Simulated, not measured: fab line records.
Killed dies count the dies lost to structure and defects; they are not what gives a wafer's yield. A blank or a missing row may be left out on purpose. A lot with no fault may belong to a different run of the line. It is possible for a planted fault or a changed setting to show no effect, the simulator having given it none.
fab line records	flow n5_finfet
record lots=4	wafers=10	last_day=17
route steps=1938 shown FIN_SAQP@90 BEOL_M4@1111 PASSIVATION@1936
lots that met no fault: taken from a fault-free run of the same line
start_h: hours from the record's opening day to when the first of the lot's shown wafers began	wait_h: time in hours since the lot's previous step	" identical to the entry in the row above	L1.1+2: a single row standing in for several wafers	- no value, or no start was given	* or withheld: withheld	< > ~ a bound
route shown NAME@n: NAME is a module with steps in the file, n the number in the route of the first one	usual: mean and standard deviation over wafers with no fault	same: alike in all rows	chamber/n: place in a boat	sites: each site's reading	_std_site: the standard deviation of these	_edge_site: outer sites' mean less inner sites'	radius_mm: for every site, how far away it sits from the centre of the wafer	mask NAME#n: copy n	behind: the most recent tool/chamber to have shaped the wafer	hold: reason for holding the lot/hours on hold/outcome of the hold	device: whichever transistor did not switch (one of n, p or np)	end of line: tests of these same wafers at the route's end	for a step that has no rows: nothing shown but its recipe	killed: not the wafer's yield, but the dies lost to structure and defects at the first sort	map: a wafer's dies, marking killed ones x, the rest . and places with no die _
set.NAME: the run value of the setting; set.NAME@STEP: its run value at that earlier step	model.NAME: the simulator's own value behind a step, which no gauge read
a table for each step, a row for each wafer; lots at some steps of the route
services: from which hour (start_h, from the record's first day; less than 0 if before it) a tool's chamber was out of use, for how many hours, and why
## steps
# step N5_FIN_SAQP_PRECLEAN_42
# recipe chemistry=O3/DIW	time_s=60	temp_c=22	o3_ppm=10
# step N5_FIN_SAQP_PRECLEAN_00
# recipe chemistry=SC1	time_s=60	temp_c=55	mix=1:2:50
# step N5_FIN_SAQP_PRECLEAN_44
# recipe chemistry=SC2	time_s=45	temp_c=35	mix=1:1:50
# step N5_FIN_SAQP_SRD_01
# recipe dry=ipa_marangoni	time_s=30	temp_c=23	rinse_liquid=diw
# step N5_FIN_SAQP_ALD_61
# recipe material=SiO2	target_thk_a=40	temp_c=300	ald_precursor_family=BDEAS	ald_co_reactant=O2-plasma	pulse_time_s=1	purge_time_s=2	co_reactant_purge_time_s=2	ald_cycles=43	pressure_torr=2
# step N5_FIN_SAQP_DENSIFY_62
# recipe temp_c=700	time_s=60	ambient=N2	idle_temp_c=600	ramp_up_c_per_s=150	ramp_down_c_per_s=60	cool_to_c=600
# step N5_FIN_SAQP_HM_DEP_03
# recipe material=SiNx	target_thk_a=380	temp_c=400	precursor=SiH4/NH3/N2	pressure_torr=1.5	rf_w=300	time_s=33.6
# step N5_FIN_SAQP_PECVD_47
# recipe material=a-Si	target_thk_a=450	temp_c=400	precursor=SiH4/He	pressure_torr=3	rf_w=100	time_s=36.3
# step N5_FIN_SAQP_PECVD_48
# recipe material=SiNx	target_thk_a=250	temp_c=400	precursor=SiH4/NH3/N2	pressure_torr=1.5	rf_w=300	time_s=22.1
# step N5_FIN_SAQP_PECVD_06
# recipe material=a-Si	target_thk_a=600	temp_c=400	precursor=SiH4/He	pressure_torr=3	rf_w=100	time_s=48.1
# usual heater_power_w=868/78	showerhead_plenum_p_Torr=5.67/0.058	throttle_valve_pct=17.8/0.54
lot.wafer	tool	chamber	start_h	wait_h	heater_power_w	showerhead_plenum_p_Torr	throttle_valve_pct	model.a-Si_of_FIN_SAQP_PECVD_06.thk_nm
L393.1	pecvd-03	1	51.24	0.0	878	5.81	17.8	59.3
L393.5	"	1	"	"	911	5.80	17.9	60.02
L393.6	"	0	"	"	920	5.65	17.4	60.05
L401.2	pecvd-03	2	101.97	0.0	749	5.66	17.6	58.61
L401.6	"	1	"	"	919	5.80	17.9	93.09
L403.2	pecvd-03	0	111.89	0.0	946	5.66	17.1	60.55
L403.6	"	2	"	"	751	5.65	17.6	93.72
L407.1	pecvd-02	1	135.36	0.0	831	5.59	17.3	59.18
L407.3	"	2	"	"	932	5.71	17.9	58.72
L407.6	"	1	"	"	859	5.60	17.2	59.06
# step N5_FIN_SAQP_THK_MEAS_07
# usual thk_nm=59.9/0.78
lot.wafer	tool	chamber	start_h	wait_h	thk_nm
L393.1	film_metro-01	-	51.33	0.1	59.3
L393.5	"	-	"	"	60.0
L393.6	"	-	"	"	60.0
L401.2	film_metro-02	-	102.06	0.1	58.6
L401.6	"	-	"	"	93.2
L403.2	film_metro-02	-	111.98	0.1	60.6
L403.6	"	-	"	"	93.7
L407.1	film_metro-01	-	135.44	0.1	59.2
L407.3	"	-	"	"	58.7
L407.6	"	-	"	"	59.1
# step N5_FIN_SAQP_HM_DEP_72
# recipe material=SiO2	target_thk_a=120	temp_c=400	precursor=SiH4/N2O	pressure_torr=0.75	rf_w=275	time_s=7.2
# step N5_FIN_SAQP_COAT_49
# recipe resist=SOC	temp_c=250	time_s=60	spin_rpm=1500	resist_thk_nm=100
# step N5_FIN_SAQP_COAT_50
# recipe resist=SiARC	temp_c=220	time_s=60	spin_rpm=1500	resist_thk_nm=35
# step N5_FIN_SAQP_COAT_10
# recipe resist=CAR-ArF	spin_rpm=1500	resist_thk_nm=90
# step N5_FIN_SAQP_EBR_12
# recipe solvent=PGMEA	ebr_width_mm=1.5
# step N5_FIN_SAQP_SOFTBAKE_11
# recipe temp_c=110	time_s=60	resist=CAR-ArF
# step N5_FIN_SAQP_EXPOSE_13
# recipe mask_id=FIN_CORE	na=1.35	source_shape=dipole	sigma_inner=0.538	sigma_outer=0.738	polarization=te	target_cd_nm=35.6	dose_mj=63.25
# step N5_FIN_SAQP_PEB_14
# recipe peb_temp_c=withheld	peb_time_s=60	resist=CAR-ArF
# step N5_FIN_SAQP_DEVELOP_15
# recipe develop_time_s=30	developer=TMAH	resist=CAR-ArF	dev_temp_c=23	rinse_liquid=diw	dry=air_spin
# step N5_FIN_SAQP_DESCUM_21
# recipe chemistry=O2	time_s=7.9	source_power_w=50	bias_power_w=20	pressure_mtorr=20	rf_frequency_hz=2.712e+07	temp_c=40	resist=CAR-ArF	o2_flow_sccm=225
# step N5_FIN_SAQP_ETCH_51
# recipe chemistry=CF4	target=SiARC	target_depth_a=455	mask_material=CAR-ArF	time_s=75.8	ion_energy_ev=80	pressure_mtorr=40	source_w=545	bias_w=36	Ar_flow_sccm=100	cf4_flow_sccm=100	ends=cleared
# step N5_FIN_SAQP_ETCH_52
# recipe chemistry=N2/H2	target=SOC	target_depth_a=1000	overetch_a=200	mask_material=SiARC	temp_c=40	time_s=150	ion_energy_ev=200	pressure_mtorr=30	source_w=840	bias_w=150	n2_flow_sccm=200	h2_flow_sccm=200	ends=end_point
# step N5_FIN_SAQP_STRIP_53
# recipe chemistry=N2/H2	temp_c=40	n2_flow_sccm=200	h2_flow_sccm=200	rf_frequency_hz=6e+07
# step N5_FIN_SAQP_HM_OPEN_73
# recipe chemistry=CHF3/O2	target=SiO2	stop_on=a-Si	target_depth_a=120	over_etch_frac=1.8	mask_material=SOC	time_s=16.8	pressure_mtorr=30	source_w=650	bias_w=170	Ar_flow_sccm=200	CHF3_flow_sccm=50	O2_flow_sccm=5	ion_energy_ev=200	ends=end_point
# step N5_FIN_SAQP_STRIP_74
# recipe chemistry=CHF3/O2	resist=SiARC	rf_frequency_hz=6e+07
# step N5_FIN_SAQP_MANDREL_ETCH_22
# recipe target_depth_a=600	chemistry=HBr/Cl2	target=a-Si	stop_on=SiNx	bt_time_s=10	over_etch_frac=0.5	time_s=30	pressure_mtorr=10	icp_w=800	bias_w=75	HBr_flow_sccm=150	Cl2_flow_sccm=80	ends=end_point
# usual drypump_motor_current_A=5.5/0.36	mfc_cl2_sccm=80.01/0.24	oes_product_au=0.769/0.013	throttle_valve_pct=35.4/0.31
# same over_etch_frac=0.5
lot.wafer	tool	chamber	start_h	wait_h	drypump_motor_current_A	mfc_cl2_sccm	oes_product_au	rf_hours_counter_h	throttle_valve_pct	model.etch.depth_nm
L393.1	rie_si-03	2	52.19	0.0	5.9	80.13	0.763	75	35.4	59.3
L393.5	"	2	"	"	5.9	79.93	0.780	-	35.4	60.01
L393.6	"	3	"	"	5.1	80.12	0.782	-	35.6	60.05
L401.2	rie_si-03	3	102.93	0.0	5.1	79.79	0.775	176	35.7	58.61
L401.6	"	2	"	"	5.9	79.93	0.990	-	34.9	88.74
L403.2	rie_si-03	3	112.85	0.0	5.1	79.94	0.791	176	35.6	60.55
L403.6	"	2	"	"	5.9	80.15	0.997	-	34.9	88.99
L407.1	rie_si-03	1	136.31	0.0	5.5	79.99	0.762	178	35.8	59.18
L407.3	"	2	"	"	5.9	80.47	0.762	77	35.4	58.67
L407.6	"	3	"	"	5.1	80.03	0.774	-	35.7	59.01
# step N5_FIN_SAQP_STRIP_55
# recipe chemistry=N2/H2	power_w=500	temp_c=40	pressure_mtorr=50	rf_frequency_hz=6e+07	overash_fraction=0.3	bias_power_w=28	h2_frac=0.5	n2_flow_sccm=300	h2_flow_sccm=300
# step N5_FIN_SAQP_STRIP_23
# recipe chemistry=SPM	time_s=750	temp_c=130	h2so4_h2o2_vol_ratio=4
# step N5_FIN_SAQP_SRD_66
# recipe dry=ipa_marangoni	time_s=30	temp_c=23	rinse_liquid=diw
# step N5_FIN_SAQP_RECESS_75
# recipe chemistry=HF/NH3	target=SiO2	target_depth_a=144	afs_cycles=3	temp_c=30	sublimation_temp_c=180	sublimation_time_s=60
# step N5_FIN_SAQP_SPACER1_ALD_24
# recipe material=SiO2	target_thk_a=203	temp_c=300	ald_precursor_family=BDEAS	ald_co_reactant=O2-plasma	pulse_time_s=1	purge_time_s=2	co_reactant_purge_time_s=2	ald_cycles=218	pressure_torr=2
# step N5_FIN_SAQP_SPACER1_ETCHBACK_25
# recipe chemistry=CHF3/O2	mode=anisotropic_etchback	target=SiO2	target_depth_a=244	time_s=12.2	pressure_mtorr=30	source_w=650	bias_w=170	Ar_flow_sccm=200	CHF3_flow_sccm=50	O2_flow_sccm=5	ion_energy_ev=200
# usual drypump_motor_current_A=5.9/0.54	oes_product_au=0.79/0.089	rf_vpp_V=526/9.6	showerhead_plenum_p_Torr=2.44/0.09	throttle_valve_pct=18.82/0.24
lot.wafer	tool	chamber	start_h	wait_h	drypump_motor_current_A	oes_product_au	rf_hours_counter_h	rf_vpp_V	showerhead_plenum_p_Torr	throttle_valve_pct	model.a-Si_of_FIN_SAQP_PECVD_06.thk_nm
L393.1	rie_diel-05	1	54.57	0.4	6.5	0.74	161	532	2.40	18.44	58.4
L393.5	"	1	"	"	6.5	0.74	-	531	2.40	18.45	59
L393.6	"	0	"	"	5.6	0.71	-	538	2.50	19.18	59.2
L401.2	rie_diel-01	3	104.61	0.4	5.1	0.89	27	515	2.38	18.65	57.6
L401.6	"	1	"	"	6.1	0.33	-	533	2.55	18.74	92.2
L403.2	rie_diel-05	3	114.56	0.5	6.2	0.73	212	507	2.30	18.86	59.6
L403.6	"	0	"	"	5.6	0.27	-	538	2.49	19.13	92.8
L407.1	rie_diel-02	3	139.34	0.5	6.0	0.94	20	517	2.57	18.93	58.2
L407.3	"	2	"	"	5.7	0.83	72	530	2.42	18.77	57.8
L407.6	"	2	"	"	5.6	0.83	-	529	2.43	18.77	58
# step N5_FIN_SAQP_MANDREL1_REMOVE_56
# recipe chemistry=HBr/Cl2/O2	bt_time_s=10	target=a-Si	stop_on=SiNx	endpoint=OES-SiCl	over_etch_frac=1	icp_w=600	bias_w=22	HBr_flow_sccm=150	Cl2_flow_sccm=80	O2_flow_sccm=5	pressure_mtorr=10
# step N5_FIN_SAQP_ETCH_57
# recipe chemistry=CH3F/O2	target=SiNx	mask_material=SiO2	target_depth_a=325	time_s=46.4	pressure_mtorr=30	source_w=395	bias_w=73	Ar_flow_sccm=150	CH3F_flow_sccm=30	O2_flow_sccm=20	ion_energy_ev=120	ends=cleared
# step N5_FIN_SAQP_INSPECT_40
# recipe inspect_instrument=brightfield	mode=aei
# usual raw_defect_count=189/47
lot.wafer	tool	chamber	start_h	wait_h	raw_defect_count
L393.1	defect_inspect-02	-	58.88	0.0	186
L393.5	"	-	"	"	138
L393.6	"	-	"	"	142
L401.2	defect_inspect-01	-	106.95	0.0	160
L401.6	"	-	"	"	1772
L403.2	defect_inspect-02	-	116.89	0.0	172
L403.6	"	-	"	"	1758
L407.1	defect_inspect-01	-	142.00	0.0	199
L407.3	"	-	"	"	137
L407.6	"	-	"	"	223
# step N5_BEOL_M4_RC_MEAS_101
# usual DIBL_N=36.3/1.8	DIBL_P=36.5/2.1	IOFF_N=0.16/0.031	IOFF_P=0.22/0.038	ION_N=677/12	ION_P=466/7.8	SS_N=71.5/0.61	SS_P=73.2/0.7	VT_N=249/3	VT_P=-248.9/3
lot.wafer	tool	chamber	start_h	wait_h	DIBL_N[mV/V]	DIBL_P[mV/V]	IOFF_N[nA/um]	IOFF_P[nA/um]	ION_N[uA/um]	ION_P[uA/um]	SS_N[mV/dec]	SS_P[mV/dec]	VT_N[mV]	VT_P[mV]
L393.1	prober-01	0	231.55	0.0	37.1	37.3	0.17	0.22	687	468	71.6	74.1	249	-250.1
L393.5	"	0	"	"	37.0	37.4	0.17	0.21	682	462	72.2	74.7	251	-251.6
L393.6	"	0	"	"	37.4	38.0	0.18	0.22	686	465	71.5	74.3	251	-249.1
L401.2	prober-01	0	264.05	0.2	36.7	35.1	0.15	0.21	663	463	71.4	73.7	251	-250.2
L403.2	prober-02	0	278.29	0.2	34.5	35.0	0.14	0.21	669	463	71.4	72.9	250	-247.6
L407.1	prober-01	0	284.31	0.0	34.4	34.3	0.12	0.17	670	462	70.5	73.1	252	-252.8
L407.3	"	0	"	"	35.2	34.1	0.13	0.16	652	453	71.4	72.8	254	-252.9
L407.6	"	0	"	"	35.4	34.5	0.12	0.17	648	450	72.2	73.5	254	-254.7
# step N5_PASSIVATION_PROBE_49
# usual defect_limited_yield=91.2/1.5	killed_at_M0_to_M3=33/9.6	killed_at_M4_up=14/5.6	killed_at_contacts=14/5.5	killed_at_front_end=40/13	killed_at_other=4/3	killed_dies=104/17	killed_on_rim=14/4.3	killed_open=68/13	killed_short=33/7.2	sort_bin_5_function=5.2/0.95	sort_bin_6_memory=3.3/0.62	sort_n_pass=1076/17	sort_yield_pct=91.2/1.5
# same gross_dies=1180	killed_at_back_side=0	sort_bin_4_leakage[%]=0	sort_bin_8_speed[%]=0
lot.wafer	tool	chamber	start_h	wait_h	defect_limited_yield[%]	killed_at_M0_to_M3	killed_at_M4_up	killed_at_contacts	killed_at_front_end	killed_at_other	killed_dies	killed_on_rim	killed_open	killed_short	sort_bin_5_function[%]	sort_bin_6_memory[%]	sort_n_pass	sort_yield_pct[%]
L401.2	prober-01	-	372.62	0.1	92.2	37	9	11	32	3	92	9	64	24	4.7	2.9	1088	92.2
L401.6	prober-01	-	372.82	0.3	3.3	32	8	21	1074	6	1141	129	65	27	93.1	3.3	39	3.3
L403.6	prober-01	-	387.45	0.3	2.1	33	18	11	1085	8	1155	129	70	27	95.2	2.4	25	2.1
# killed by level:class
L401.2 STI_FIN_REVEAL:geometric_particle:open=10 BEOL_M0_SAQP:geometric_particle:open=9 BEOL_M2:geometric_particle:open=9 BEOL_M0_SAQP:geometric_particle:short=8 MOL_CONTACT_COAG:geometric_particle:open=8 BEOL_M1:geometric_particle:open=6 DUMMY_GATE:geometric_particle:open=5 FIN_SAQP:geometric_particle:open=3
L401.6 FIN_SAQP:area_etch=1045 MOL_CONTACT_COAG:geometric_particle:open=18 STI_FIN_REVEAL:geometric_particle:open=9 BEOL_M2:geometric_particle:open=8 BEOL_M1:geometric_particle:open=6 BEOL_M0_SAQP:geometric_particle:short=5 STARTING-WAFER:geometric_particle:open=5 BEOL_M0_SAQP:geometric_particle:open=4
L403.6 FIN_SAQP:area_etch=1058 BEOL_M0_SAQP:geometric_particle:short=9 BEOL_M4:geometric_particle:open=8 MOL_CONTACT_COAG:geometric_particle:open=7 STI_FIN_REVEAL:geometric_particle:open=6 BEOL_M0_SAQP:geometric_particle:open=6 BEOL_M3:geometric_particle:open=6 BEOL_M2:geometric_particle:open=5
# map L401.6 (x killed, . not)
_________________xxxxxxxxxxxx________________
______________xxxxxxxxxxxxxxx.xx_____________
___________xxxxxxx.xxxxxxxxxxxxxxx.__________
__________xxxxxxxxxxxxxxxxxxxxxxxxxx_________
________xxxxxxxxxxxxxxxxxxxxxxxxxxxxxx_______
_______xxxxxxxxxxxxxxxxxxxxxxxxxxxxxxxx______
______xxxxxxxxxxxxxxxxxxxxxxxxxxx.xxxxxx_____
_____xxxxxxxxxxxxxxxxxxxxxxxxxxxxxxxxxxxx____
____xxxxxxxxxxxxxxxxxxxxxxxxxxxxxxxxxxxxxx___
___xxxxxxxxxxxxxxxxxxxxxxxxxxxxxxxxxxxxxxxx__
___xxxxxxxxxxxxxxxxxxxxxxxxxxxxxxxxxxxxxxxx__
__xxxxxxxxxxxxxxxxxxxxxxxxxxxxxxxxxxxx.xxxxx_
__xxxxxxxxxxxxxxxxxxxxxxxxxxxxxxxxxxxxxxx.xx_
_xxxxxxxxxxxxxxxxxxxxxxxxxxxxxxxxxxxxxxxxx..x
_.xxxxxxxxxxxxxxxxxxxxxxxxxxxxxxxxxxxxxxxxxx.
_xxxxxxxxxxxxxxxxxxxxxxxxxxxxxxxxxxxxxxxx.xx.
_xxxxxxxxxxxxxxxxxxxxxxxxxxxxxxxxxxxxxxxxxx..
_xxxxxxxxxxxxxxxxxxxxxxxxxxxxxxxxxxxxxxxxxxxx
_x.xxxxxxxxxxxxxxxxxxxxxxxxxxxxxxxxxxxxxxxxxx
_.xxxxxxxxxxxxxxxxxxxxxxxxxxxxxxxxxxxxxxxxxxx
_xx.xxxxxxxxxxxxxxxxxxxxxxxxxxxxxxxxxxxxxxx.x
__xxxxx.xxxxxxxxxxxxxxxxxxxxxxxxxxxxxxxxxxx._
__xxxxxxxxxxxxxxxxxxxxxxxxxxxxxxxxxxxxxxxx.._
___xxxxxxxxxxxxxxxxxxxxxxxxxxxxxxxxxxxxxxxx__
___xxxxxxxxxxxxxxxxxxxxxxxxxxxxxxxxxxxxxxx.__
____xxxxxxxxxxxxxxxxxxxxxxxxxxxxxxxxxxxxxx___
_____x.xxxxxxxxxxxxxxxxxxxxxxxxxxxxxxxxxx____
______xxxxxxxxxxxxxxxxxxxxxxxxxxxxxxxxxx_____
_______xxxxxxxxxxxxxxxxxxxxxxxxxxxxxxx.______
________xxx.xxxxxxxxxxxxxxxxxxxxxx.x.x_______
__________xxxxxxxxxxxxxxxxxxxxxxx..x_________
___________x.x.x.x.xxxxxxxxxx.xx...__________
______________xxxxxxxxxxxxxxxx.x_____________
_________________xxxxxxxxxxxx________________
# map L403.6 (x killed, . not)
_________________..x.xxxxxxxx________________
______________xxxxx.xxxxxxxxxxxx_____________
___________xxxxxxxxxxxxxxxxxxxxxxx.__________
__________xxxxxxxxxxxxxxxxxxxxxxxxxx_________
________xxxxxxxxxxxxxxxxxxxxxxxxxxxxxx_______
_______xxxxxxxxxxxxxxxxxxxxxxxxxxxxxxxx______
______xxxxxxxxxxxxxxxxxxxxxxxxxxxxxxxxxx_____
_____xxxxxxxxxxxxxxxxxxxxxxxxxxxxxxxxxxxx____
____xxxxxxxxxxxxxxxxxxxxxxxxxxxxxxxxxxxxxx___
___xxxxxxxxxxxxxxxxxxxxxxxxxxxxxxxxxxxxxxxx__
___xxxxxxxxxxxxxxxxxxxxxxxxxxxxxxxxxxxxxxxx__
__xxxxxxxxxxxxxxxxxxxxxxxxxxxxxxxxxxxxxxxxxx_
__.xxxxxxxxxxxxxxxxxxxxxxxxxxxxxxxxxxxxxxxx._
_..xxxxxxxxxxxxxxxxxxxxxxxxxxxxxxxxxxxxxxxxx.
_.xxxxxxxxxxxxxxxxxxxxxxxxxxxxxxxxxxxxxxxxxxx
_xxxxxxxxxxxxxxxxxxxxxxxxxxxxxxxxxxxxxxxxxxxx
_xxxxxxxxxxxxxxxxxxxxxxxxxxxxxxxxxxxxxxxxxxxx
_.xxxxxxxxxxxxxxxxxxxxxxxxxxxxxxxxxxxxxxxxxx.
_.xxxxxxxxxxxxxxxxxxxxxxxxxxxxxxxxxxxxxxxxxxx
_xxxxxxxxxxxxxxxxxxxxxxxxxxxxxxxxxxxxxxxxxxx.
_xxxxxxxxxxxxxxxxxxxxxxxxxxxxxxxxxxxxxxxxxxx.
__xxxxxxxxxxxxxxxxxxxxxxxxxxxxxxxxxxxxxxxxxx_
__xxxxxxxxxxxxxxxxxxxxxxxxxxxxxxxxxxxxxxxxxx_
___.xxxxxxxxxxxxxxxxxxxxxxxxxxxxxxxxxxxxxxx__
___..xxxxxxxxxxxxxxxxxxxxxxxxxxxxxxxxxxxxxx__
____.x.xxxxxxxxxxxxxxxxxxxxxxxxxxxxxxxxx.x___
_____xxxxxxxxxxxxxxxxxxxxxxxxxxxxxxxxxxxx____
______xxxxxxxxxxxxxxxxxxxxxxxxxxxxxxxxxx_____
_______xxxxxxxxxxxxxxxxxxxxxxxxxxxxxxxx______
________xxxxxxxxxxxxxxxxxxxxxxxxxxxxxx_______
__________.xxxxxxxxxxxxxxxxxxxxxxxxx_________
___________.xxxxxxxxxxxxxxxxxxxxxxx__________
______________xxxxxxxxxxxxxxx.xx_____________
_________________xxxxxxxxxxxx________________
## services
tool	chamber	start_h	hours	kind
pecvd-02	1	30.25	5.5	scheduled_down
pecvd-03	-	41.00	0.3	repair
rie_diel-02	0	44.15	1.3	repair
rie_diel-02	-	44.53	0.1	repair
rie_si-03	2	46.14	3.0	repair
rie_diel-02	1	54.43	23.6	repair
pecvd-02	2	60.07	19.6	repair
pecvd-03	-	77.16	0.7	repair
rie_diel-02	3	78.32	-	clean
rie_diel-02	3	78.32	-	consumable_replace:focus_ring
rie_diel-02	3	78.32	-	consumable_replace:showerhead
rie_diel-02	3	78.32	12.3	scheduled_down
rie_diel-02	3	78.32	12.3	vent_cycle
rie_diel-02	1	90.78	3.3	repair
rie_diel-02	1	94.14	-	clean
rie_diel-02	1	94.14	-	consumable_replace:focus_ring
rie_diel-02	1	94.14	-	consumable_replace:showerhead
rie_diel-02	1	94.14	24.2	scheduled_down
rie_diel-02	1	94.14	24.2	vent_cycle
pecvd-02	0	105.46	-	calibration
rie_diel-05	2	107.24	8.5	repair
## key
first_sign step=N5_FIN_SAQP_THK_MEAS_07	reading=thk_nm	direction=up	sigmas=43	usual=*	struck=*
effect step=N5_FIN_SAQP_MANDREL_ETCH_22	reading=oes_product_au	direction=up	sigmas=18	usual=0.769	struck=0.993
effect step=N5_FIN_SAQP_SPACER1_ETCHBACK_25	reading=oes_product_au	direction=down	sigmas=5.4	usual=0.79	struck=0.30
effect step=N5_FIN_SAQP_INSPECT_40	reading=raw_defect_count	direction=up	sigmas=33	usual=189	struck=1765
effect step=N5_PASSIVATION_PROBE_49	reading=sort_bin_5_function	direction=up	sigmas=94	usual=5.2	struck=94.2
model_effect step=N5_FIN_SAQP_PECVD_06	value=a-Si_of_FIN_SAQP_PECVD_06.thk_nm	without=60.38	struck=93.41
model_effect step=N5_FIN_SAQP_MANDREL_ETCH_22	value=etch.depth_nm	without=60.32	struck=88.87
model_effect step=N5_FIN_SAQP_SPACER1_ETCHBACK_25	value=a-Si_of_FIN_SAQP_PECVD_06.thk_nm	without=59.4	struck=92.5
more_kills_born_at N5_FIN_SAQP_MANDREL_ETCH_22@rie_si-03=2103
met_at N5_FIN_SAQP_PECVD_06
struck_wafers L401.6,L403.6
later_rows_left_out L401.6,L403.6
onset_between 51.24 101.97
fault kind=process_parameter_drift	tool=pecvd-03	chamber=-	onset_h=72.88	steps=N5_FIN_SAQP_PECVD_06	channel=time_s	offset=*	shape=step	end_h=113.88	scope=struck_wafers_only	acts_in=*	stated=*
# later_rows_left_out: the simulator's readings of these wafers behind a module that went badly wrong aren't trusted and aren't shown, but for the sort
